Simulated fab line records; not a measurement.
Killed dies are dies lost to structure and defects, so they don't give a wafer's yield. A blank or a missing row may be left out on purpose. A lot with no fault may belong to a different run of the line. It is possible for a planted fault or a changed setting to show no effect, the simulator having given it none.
fab line records ; flow nand_harc ; part 2 of 2: steps 23 to 35 of 35
[record] lots = 5; wafers = 15; last_day = 31
route steps=1302 shown A_CHANNEL_FILL_D2@611 A_STAIRCASE@639
lots untouched by any fault: they come from a run of this same line in which no faults occurred
start_h: hours from the record's opening day to when the first of the lot's shown wafers began ; wait_h: how many hours have passed since the lot's step before this one ; " same as the row above ; L1.1+2: several wafers, shown together as one row ; - either no value or no given start ; * or withheld: withheld ; < > ~ a bound
route shown NAME@n: NAME is a module with steps in the file, n the number in the route of the first one ; usual: mean and standard deviation over wafers with no fault ; same: alike in all rows ; chamber/n: place in a boat ; sites: the reading at each site ; _std_site: their standard deviation ; _edge_site: inner sites' mean taken away from outer sites' mean ; radius_mm: how far each site lies from the wafer's centre ; mask NAME#n: copy n ; behind: the last tool/chamber to shape the wafer ; hold: what put the lot on hold/how long, in hours/how the hold closed ; device: the transistor (n, p or np) that didn't switch ; end of line: tests run on the same wafers once the route is complete ; a step given without rows: its recipe and nothing more ; killed: not the wafer's yield, but the dies lost to structure and defects at the first sort ; map: a wafer's dies, x killed, . not, _ none there
set.NAME: the setting as run; set.NAME@STEP: as run at that earlier step ; model.NAME: the simulator's own value behind a step, which no gauge read
lots seen at some steps along the route; tables by step, rows by wafer
services: a tool's chamber out of use, with start hour (start_h, from the record's first day; less than 0 if before it), hours out, and reason
[[steps]]
[step NHARC_A_CHANNEL_FILL_D2_CMP_10]
[recipe] target_thk_nm = 150
[usual] motor_current_A = 11.7/1.2; slurry_filter_dp_kPa = 13.50/0.15; time_to_endpoint_s = 15.2/2.3
lot.wafer;tool;chamber;start_h;wait_h;motor_current_A;slurry_filter_dp_kPa;time_to_endpoint_s
L078.1;cmp-01;0;379.57;0.4;13.2;13.46;15.0
L078.4;cmp-01;2;379.57;0.4;12.7;13.44;13.8
L078.6;cmp-01;0;379.57;0.4;13.2;13.69;16.3
L082.1;cmp-02;1;442.05;0.4;11.9;13.74;16.4
L082.2;cmp-02;2;442.05;0.4;10.5;13.46;19.8
L082.5;cmp-02;0;442.05;0.4;9.8;13.54;18.3
L083.2;cmp-02;2;455.57;0.4;10.1;13.54;17.7
L083.4;cmp-02;1;455.57;0.4;11.5;13.67;17.2
L083.6;cmp-02;3;455.57;0.4;10.6;13.68;14.3
L086.1;cmp-04;0;460.87;0.4;11.6;13.60;12.4
L086.4;cmp-04;1;460.87;0.4;11.7;13.53;16.2
L086.5;cmp-04;3;460.87;0.4;13.5;13.39;14.3
L093.2;cmp-01;3;524.82;0.4;9.6;13.44;11.7
L093.1;cmp-01;0;524.82;0.4;12.7;13.48;14.7
L093.5;cmp-01;1;524.82;0.4;12.7;13.40;11.5
[step NHARC_A_CHANNEL_FILL_D2_SRD_12]
lot.wafer;tool;chamber;start_h;wait_h
L078.1+4+6;wet_bench-02;0,1,3;379.85;0.0
L082.5+2+1;wet_bench-03;0,1,2;442.32;0.0
L083.4+2+6;wet_bench-02;7,0,4;455.87;0.0
L086.4+1+5;wet_bench-03;5,6,7;461.15;0.0
L093.1+5+2;wet_bench-01;7,0,1;525.06;0.0
[step NHARC_A_CHANNEL_FILL_D2_RTA_24]
[recipe] temp_c = 1000; time_s = 5
[usual] lamp_power_pct = 30.11/0.099; lamp_zone_5_pct = 30.10/0.097; wafer_temp_C_max = 1003.6/0.84
[same] time_s = 5
lot.wafer;tool;chamber;start_h;wait_h;lamp_power_pct;lamp_zone_5_pct;wafer_temp_C_max
L078.1;rtp_anneal-02;0;379.96;0.0;30.04;30.01;1004.8
L078.4;rtp_anneal-02;0;379.96;0.0;30.04;30.01;1004.2
L078.6;rtp_anneal-02;0;379.96;0.0;29.98;29.96;1003.4
L082.1;rtp_anneal-02;0;442.44;0.0;30.01;30.01;1004.6
L082.2;rtp_anneal-02;0;442.44;0.0;30.03;30.03;1003.9
L082.5;rtp_anneal-02;0;442.44;0.0;30.07;29.99;1005.0
L083.2;rtp_anneal-01;0;456.02;0.1;30.23;30.20;1003.4
L083.4;rtp_anneal-01;0;456.02;0.1;30.24;30.22;1003.3
L083.6;rtp_anneal-01;0;456.02;0.1;30.21;30.21;1004.6
L086.1;rtp_anneal-01;0;461.26;0.0;30.23;30.21;1003.6
L086.4;rtp_anneal-01;0;461.26;0.0;30.26;30.20;1002.2
L086.5;rtp_anneal-01;0;461.26;0.0;30.19;30.16;1003.2
L093.1;rtp_anneal-01;0;525.18;0.0;30.19;30.18;1003.2
L093.2;rtp_anneal-01;0;525.18;0.0;30.21;30.23;1003.0
L093.5;rtp_anneal-01;0;525.18;0.0;30.16;30.25;1002.9
[step NHARC_A_CHANNEL_FILL_D2_INSPECT_13]
[usual] raw_defect_count = 348/100
lot.wafer;tool;chamber;start_h;wait_h;raw_defect_count
L078.1;defect_inspect-02;-;380.15;0.2;289
L078.4;defect_inspect-02;-;380.15;0.2;203
L078.6;defect_inspect-02;-;380.15;0.2;540
L082.1;defect_inspect-02;-;442.64;0.2;414
L082.2;defect_inspect-02;-;442.64;0.2;278
L082.5;defect_inspect-02;-;442.64;0.2;377
L083.2;defect_inspect-02;-;456.19;0.1;262
L083.4;defect_inspect-02;-;456.19;0.1;170
L083.6;defect_inspect-02;-;456.19;0.1;204
L086.1;defect_inspect-01;-;461.46;0.2;297
L086.4;defect_inspect-01;-;461.46;0.2;266
L086.5;defect_inspect-01;-;461.46;0.2;307
L093.1;defect_inspect-02;-;525.38;0.2;381
L093.2;defect_inspect-02;-;525.38;0.2;273
L093.5;defect_inspect-02;-;525.38;0.2;337
[step NHARC_A_STAIRCASE_DEP_156]
[recipe] target_thk_a = 500; temp_c = 400; target_thk_nm = 50; flow_sccm = 200; rf_w = 450; material = SiNx
[usual] heater_power_w = 713/75; showerhead_vpp_V = 1295/51
lot.wafer;tool;chamber;start_h;wait_h;heater_power_w;showerhead_vpp_V;since_wet_clean_h
L078.1;pecvd-01;0;380.39;0.2;736;1278;56
L078.4;pecvd-01;1;380.39;0.2;681;1354;-
L078.6;pecvd-01;2;380.39;0.2;734;1230;-
L082.2;pecvd-01;2;442.71;0.1;813;1257;118
L082.1;pecvd-01;1;442.71;0.1;627;1326;118
L082.5;pecvd-01;0;442.71;0.1;680;1302;-
L083.2;pecvd-03;2;456.31;0.1;701;1237;77
L083.4;pecvd-03;0;456.31;0.1;654;1387;-
L083.6;pecvd-03;1;456.31;0.1;618;1282;-
L086.1;pecvd-01;1;461.52;0.1;575;1325;137
L086.4;pecvd-01;1;461.52;0.1;584;1319;-
L086.5;pecvd-01;2;461.52;0.1;815;1231;-
L093.1;pecvd-04;0;525.45;0.1;766;1195;62
L093.2;pecvd-04;1;525.45;0.1;863;1371;62
L093.5;pecvd-04;2;525.45;0.1;797;1310;-
[step NHARC_A_STAIRCASE_DEHYDRATE_158]
[recipe] temp_c = 150; time_s = 120
[usual] plate_temp_C = 149.99/0.16
[same] time_s = 120
lot.wafer;tool;chamber;start_h;wait_h;plate_temp_C
L078.1;litho_track-07;0;380.66;0.2;150.08
L078.4;litho_track-07;0;380.66;0.2;149.86
L078.6;litho_track-07;0;380.66;0.2;150.04
L082.1;litho_track-03;0;442.98;0.2;149.86
L082.2;litho_track-03;0;442.98;0.2;150.10
L082.5;litho_track-03;0;442.98;0.2;149.77
L083.2;litho_track-02;0;456.52;0.2;150.15
L083.4;litho_track-02;0;456.52;0.2;150.01
L083.6;litho_track-02;0;456.52;0.2;149.98
L086.1;litho_track-07;0;461.80;0.2;149.99
L086.4;litho_track-07;0;461.80;0.2;149.96
L086.5;litho_track-07;0;461.80;0.2;150.08
L093.1;litho_track-02;0;525.72;0.2;150.14
L093.2;litho_track-02;0;525.72;0.2;150.35
L093.5;litho_track-02;0;525.72;0.2;150.13
[step NHARC_A_STAIRCASE_HMDS_159]
[recipe] time_s = 30
[same] time_s = 30
lot.wafer;tool;chamber;start_h;wait_h
L078.1+4+6;litho_track-07;0;-;-
L082.1+2+5;litho_track-03;0;-;-
L083.2+4+6;litho_track-02;0;-;-
L086.1+4+5;litho_track-07;0;-;-
L093.1+2+5;litho_track-02;0;-;-
[step NHARC_A_STAIRCASE_COAT_160]
[recipe] spin_rpm = 1200
lot.wafer;tool;chamber;start_h;wait_h
L078.1+4+6;litho_track-07;0;-;-
L082.1+2+5;litho_track-03;0;-;-
L083.2+4+6;litho_track-02;0;-;-
L086.1+4+5;litho_track-07;0;-;-
L093.1+2+5;litho_track-02;0;-;-
[step NHARC_A_STAIRCASE_SOFTBAKE_161]
[recipe] temp_c = 135; time_s = 170
[usual] plate_temp_C = 135.02/0.14
[same] time_s = 170
lot.wafer;tool;chamber;start_h;wait_h;plate_temp_C
L078.1;litho_track-07;0;-;-;135.20
L078.4;litho_track-07;0;-;-;135.16
L078.6;litho_track-07;0;-;-;134.87
L082.1;litho_track-03;0;-;-;134.94
L082.2;litho_track-03;0;-;-;134.80
L082.5;litho_track-03;0;-;-;134.77
L083.2;litho_track-02;0;-;-;135.06
L083.4;litho_track-02;0;-;-;135.08
L083.6;litho_track-02;0;-;-;134.90
L086.1;litho_track-07;0;-;-;135.11
L086.4;litho_track-07;0;-;-;134.87
L086.5;litho_track-07;0;-;-;134.86
L093.1;litho_track-02;0;-;-;135.23
L093.2;litho_track-02;0;-;-;135.00
L093.5;litho_track-02;0;-;-;135.15
[step NHARC_A_STAIRCASE_EBR_162]
lot.wafer;tool;chamber;start_h;wait_h
L078.1+4+6;litho_track-07;0;-;-
L082.1+2+5;litho_track-03;0;-;-
L083.2+4+6;litho_track-02;0;-;-
L086.1+4+5;litho_track-07;0;-;-
L093.1+2+5;litho_track-02;0;-;-
[step NHARC_A_STAIRCASE_EXPOSE_163]
[recipe] na = 0.5; dose_mj = 20.01; mask_id = STAIR_OPEN
lot.wafer;tool;chamber;start_h;wait_h;mask
L078.1+4+6;krf_scanner-04;0;380.87;-;STAIR_OPEN#0
L082.1+2+5;krf_scanner-03;0;443.31;-;STAIR_OPEN#0
L083.2+4+6;krf_scanner-04;0;456.86;-;STAIR_OPEN#0
L086.1+4+5;krf_scanner-04;0;462.28;-;STAIR_OPEN#0
L093.1+2+5;krf_scanner-02;0;526.05;-;STAIR_OPEN#0
[step NHARC_A_STAIRCASE_PEB_164]
[recipe] peb_temp_c = 115; peb_time_s = 130
[usual] plate_temp_C = 115.01/0.13
lot.wafer;tool;chamber;start_h;wait_h;plate_temp_C
L078.1;litho_track-02;0;380.94;0.1;114.79
L078.4;litho_track-02;0;380.94;0.1;114.86
L078.6;litho_track-02;0;380.94;0.1;114.98
L082.1;litho_track-03;0;443.38;0.1;115.15
L082.2;litho_track-03;0;443.38;0.1;115.02
L082.5;litho_track-03;0;443.38;0.1;115.02
L083.2;litho_track-02;0;456.92;0.1;115.11
L083.4;litho_track-02;0;456.92;0.1;114.88
L083.6;litho_track-02;0;456.92;0.1;115.10
L086.1;litho_track-03;0;462.35;0.1;115.07
L086.4;litho_track-03;0;462.35;0.1;115.19
L086.5;litho_track-03;0;462.35;0.1;114.98
L093.1;litho_track-02;0;526.11;0.1;115.00
L093.2;litho_track-02;0;526.11;0.1;114.92
L093.5;litho_track-02;0;526.11;0.1;114.95
[step NHARC_A_STAIRCASE_DEVELOP_165]
[recipe] time_s = 140
[same] time_s = 140
lot.wafer;tool;chamber;start_h;wait_h
L078.1+4+6;litho_track-02;0;-;-
L082.1+2+5;litho_track-03;0;-;-
L083.2+4+6;litho_track-02;0;-;-
L086.1+4+5;litho_track-03;0;-;-
L093.1+2+5;litho_track-02;0;-;-
[[services]]
tool;chamber;start_h;hours;kind
rie_diel-06;-;307.20;9.0;pm
pecvd-01;-;311.85;13.0;pm
rie_diel-08;1;321.56;5.7;repair
rie_diel-08;2;326.73;6.4;repair
rie_diel-08;-;346.01;0.2;repair
ald_hk-02;-;349.39;10.0;pm
rie_diel-06;1;355.93;8.2;repair
rie_diel-08;-;367.85;9.0;pm
wet_bench-03;-;386.40;8.0;pm
lpcvd_poly-03;-;388.22;26.0;pm
ald_hk-03;-;392.60;10.0;pm
litho_track-02;-;402.00;7.0;pm
rie_diel-06;0;403.83;19.2;repair
wet_bench-02;-;418.42;1.0;repair
wet_bench-02;-;420.11;8.0;pm
rie_diel-06;2;420.63;4.3;repair
litho_track-07;-;426.00;7.0;pm
wet_bench-01;-;429.26;4.2;repair
ald_hk-04;-;441.17;10.0;pm
litho_track-03;-;450.00;7.0;pm
wet_bench-01;-;453.60;8.0;pm
rie_diel-06;-;484.20;9.0;pm
wet_bench-03;-;495.82;2.3;repair
ald_sin_batch-01;-;506.00;26.0;pm
